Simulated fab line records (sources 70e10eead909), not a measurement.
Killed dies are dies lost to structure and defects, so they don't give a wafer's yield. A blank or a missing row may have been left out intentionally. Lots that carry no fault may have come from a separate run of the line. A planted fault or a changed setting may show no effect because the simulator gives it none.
Which of the tools did it? + flow nand-harc + Sampling: 24 lots, 72 wafers, 2 of 1302 route steps

## WHAT THE GAUGES READ, wafer by wafer
NHARC_A_CONTACT_CD_MEAS_80. Usual: cd-nm reads 289.4 nm (standard deviation 0.81).
| lot  | measured     | on        | cd-nm (nm)        | flag |
|------|--------------|-----------|-------------------|------|
| L074 | day 22 04:31 | cd-sem-03 | 288.4 289.1 288.8 |      |
| L075 | day 22 04:38 | cd-sem-03 | 289.8 289.6 290.0 |      |
| L076 | day 23 10:38 | cd-sem-02 | 289.8 289.4 289.2 |      |
| L078 | day 23 14:12 | cd-sem-02 | 288.5 288.9 288.7 |      |
| L077 | day 23 20:02 | cd-sem-03 | 289.6 289.8 289.9 |      |
| L079 | day 24 05:01 | cd-sem-03 | 289.1 289.8 289.4 |      |
| L081 | day 25 02:32 | cd-sem-02 | 288.7 289.7 289.8 |      |
| L082 | day 25 07:00 | cd-sem-02 | 290.2 289.9 290.6 |      |
| L080 | day 25 07:30 | cd-sem-02 | 288.4 288.8 288.1 |      |
| L083 | day 25 20:28 | cd-sem-01 | 287.1 286.8 287.3 |      |
| L085 | day 26 22:30 | cd-sem-01 | 289.4 288.6 289.7 |      |
| L084 | day 27 16:59 | cd-sem-03 | 290.3 289.9 290.6 |      |
| L087 | day 27 18:37 | cd-sem-02 | 289.5 288.9 289.0 |      |
| L086 | day 27 21:17 | cd-sem-03 | 290.4 290.3 290.4 |      |
| L091 | day 28 11:40 | cd-sem-01 | 290.0 289.7 289.7 |      |
| L090 | day 28 14:32 | cd-sem-02 | 289.1 289.1 289.4 |      |
| L088 | day 28 19:25 | cd-sem-03 | 288.0 288.0 289.0 |      |
| L089 | day 29 08:35 | cd-sem-03 | 290.3 289.6 290.5 |      |
| L092 | day 29 14:52 | cd-sem-02 | 290.3 289.4 288.7 |      |
| L093 | day 30 13:06 | cd-sem-01 | 288.7 289.4 288.6 |      |
| L094 | day 30 13:57 | cd-sem-03 | 288.9 288.9 289.6 |      |
| L095 | day 31 00:32 | cd-sem-01 | 289.9 289.9 289.2 |      |
| L096 | day 31 09:11 | cd-sem-03 | 289.0 289.7 290.0 |      |
| L097 | day 31 20:31 | cd-sem-03 | 289.1 288.9 288.9 |      |

## TOOL THAT RAN EACH LOT (tool first, then ch and the chambers of the sampled wafers, then the start)
| lot  | NHARC_A_CONTACT_ETCH_91            |
|------|------------------------------------|
| L074 | rie-diel-07 ch 0,1,3, day 22 04:18 |
| L075 | rie-diel-11 ch 1,2,3, day 22 04:25 |
| L076 | rie-diel-03 ch 0,3, day 23 10:25   |
| L078 | rie-diel-03 ch 0,1,2, day 23 13:59 |
| L077 | rie-diel-11 ch 0,1,3, day 23 19:51 |
| L079 | rie-diel-07 ch 2,3, day 24 04:47   |
| L081 | rie-diel-07 ch 0,2,3, day 25 01:49 |
| L082 | rie-diel-07 ch 0,1,3, day 25 06:48 |
| L080 | rie-diel-07 ch 2,3, day 25 07:16   |
| L083 | rie-diel-07 ch 2,3, day 25 20:14   |
| L085 | rie-diel-07 ch 0,1,2, day 26 22:17 |
| L084 | rie-diel-11 ch 0,2,3, day 27 16:47 |
| L087 | rie-diel-11 ch 0,1, day 27 18:23   |
| L086 | rie-diel-11 ch 1,2, day 27 21:02   |
| L091 | rie-diel-03 ch 0,3, day 28 11:10   |
| L090 | rie-diel-11 ch 2,3, day 28 14:19   |
| L088 | rie-diel-03 ch 1,2,3, day 28 19:06 |
| L089 | rie-diel-03 ch 0,2,3, day 29 08:17 |
| L092 | rie-diel-03 ch 1,3, day 29 14:40   |
| L093 | rie-diel-03 ch 0,1,3, day 30 12:55 |
| L094 | rie-diel-11 ch 0,2,3, day 30 13:44 |
| L095 | rie-diel-07 ch 1,2, day 31 00:20   |
| L096 | rie-diel-03 ch 0,1,2, day 31 08:52 |
| L097 | rie-diel-07 ch 2,3, day 31 20:19   |
- NHARC_A_CONTACT_ETCH_91: etches the open film in CH3F/O2, target depth 40 nm, time 85.7 s.

## AS READ BY THE TOOLS THEMSELVES (means over the sampled wafers that have a number; for cases with no such wafer, the mark the record gives instead)
NHARC_A_CONTACT_ETCH_91. Usual: drypump-motor-current-A 5.7 A, standard deviation 0.31; oes-product-au 0.94 a.u., standard deviation 0.032; rf-vpp-V 243.7 V, standard deviation 1.8; showerhead-plenum-p-Torr 2.41 Torr, standard deviation 0.12; throttle-valve-pct 20.663 %, standard deviation 0.0089.
| lot  | tool        | drypump-motor-current-A (A) | oes-product-au (a.u.) | rf-vpp-V (V) | showerhead-plenum-p-Torr (Torr) | throttle-valve-pct (%) | flag |
|------|-------------|-----------------------------|-----------------------|--------------|---------------------------------|------------------------|------|
| L074 | rie-diel-07 | 5.6                         | 0.95                  | 244.2        | 2.41                            | 20.677                 |      |
| L075 | rie-diel-11 | 5.6                         | 0.92                  | 244.3        | 2.44                            | 20.663                 |      |
| L076 | rie-diel-03 | 5.9                         | 1.00                  | 242.9        | 2.34                            | 20.666                 |      |
| L078 | rie-diel-03 | 5.6                         | 0.99                  | 243.4        | 2.39                            | 20.664                 |      |
| L077 | rie-diel-11 | 5.6                         | 0.92                  | 245.0        | 2.52                            | 20.658                 |      |
| L079 | rie-diel-07 | 5.5                         | 0.94                  | 242.6        | 2.34                            | 20.659                 |      |
| L081 | rie-diel-07 | 5.7                         | 0.94                  | 242.2        | 2.33                            | 20.671                 |      |
| L082 | rie-diel-07 | 5.6                         | 0.93                  | 243.3        | 2.40                            | 20.665                 |      |
| L080 | rie-diel-07 | 5.5                         | 0.94                  | 242.4        | 2.34                            | 20.667                 |      |
| L083 | rie-diel-07 | 5.6                         | 0.94                  | 243.1        | 2.35                            | 20.664                 |      |
| L085 | rie-diel-07 | 5.7                         | 0.94                  | 243.1        | 2.41                            | 20.669                 |      |
| L084 | rie-diel-11 | 5.8                         | 0.92                  | 244.1        | 2.45                            | 20.657                 |      |
| L087 | rie-diel-11 | 5.9                         | 0.93                  | 246.4        | 2.61                            | 20.671                 |      |
| L086 | rie-diel-11 | 5.7                         | 0.92                  | 244.4        | 2.51                            | 20.657                 |      |
| L091 | rie-diel-03 | 5.9                         | 0.99                  | 242.2        | 2.31                            | 20.663                 |      |
| L090 | rie-diel-11 | 5.5                         | 0.92                  | 242.9        | 2.34                            | 20.667                 |      |
| L088 | rie-diel-03 | 5.6                         | 0.93                  | 242.9        | 2.36                            | 20.659                 |      |
| L089 | rie-diel-03 | 5.9                         | 0.92                  | 243.4        | 2.36                            | 20.658                 |      |
| L092 | rie-diel-03 | 5.6                         | 0.92                  | 240.9        | 2.30                            | 20.664                 |      |
| L093 | rie-diel-03 | 5.6                         | 0.92                  | 242.8        | 2.31                            | 20.669                 |      |
| L094 | rie-diel-11 | 5.8                         | 1.00                  | 243.9        | 2.44                            | 20.664                 |      |
| L095 | rie-diel-07 | 5.6                         | 1.00                  | 244.1        | 2.42                            | 20.661                 |      |
| L096 | rie-diel-03 | 5.6                         | 0.91                  | 244.0        | 2.37                            | 20.659                 |      |
| L097 | rie-diel-07 | 5.6                         | 0.93                  | 243.5        | 2.34                            | 20.665                 |      |

## THE ANSWER, worked out from the rows above alone
Rule: take the mean of a lot's wafers that have a number; if it is more than 3 standard deviations from the usual mean, the lot is off. Also off: a lot with no number at a reading for which 4 or more lots have one. The other lots that the step has rows for count as sound. After the gauges, taken in route order, come the tools' own readings; for these a lot's mean is taken, as printed above. The first step at which some lot is off is used, and at that step the reading that is off furthest; a lot without a number counts as furthest.
None of the lots is off at any reading shown; this tells nothing.

## WHAT THE SIMULATOR HAD PUT IN
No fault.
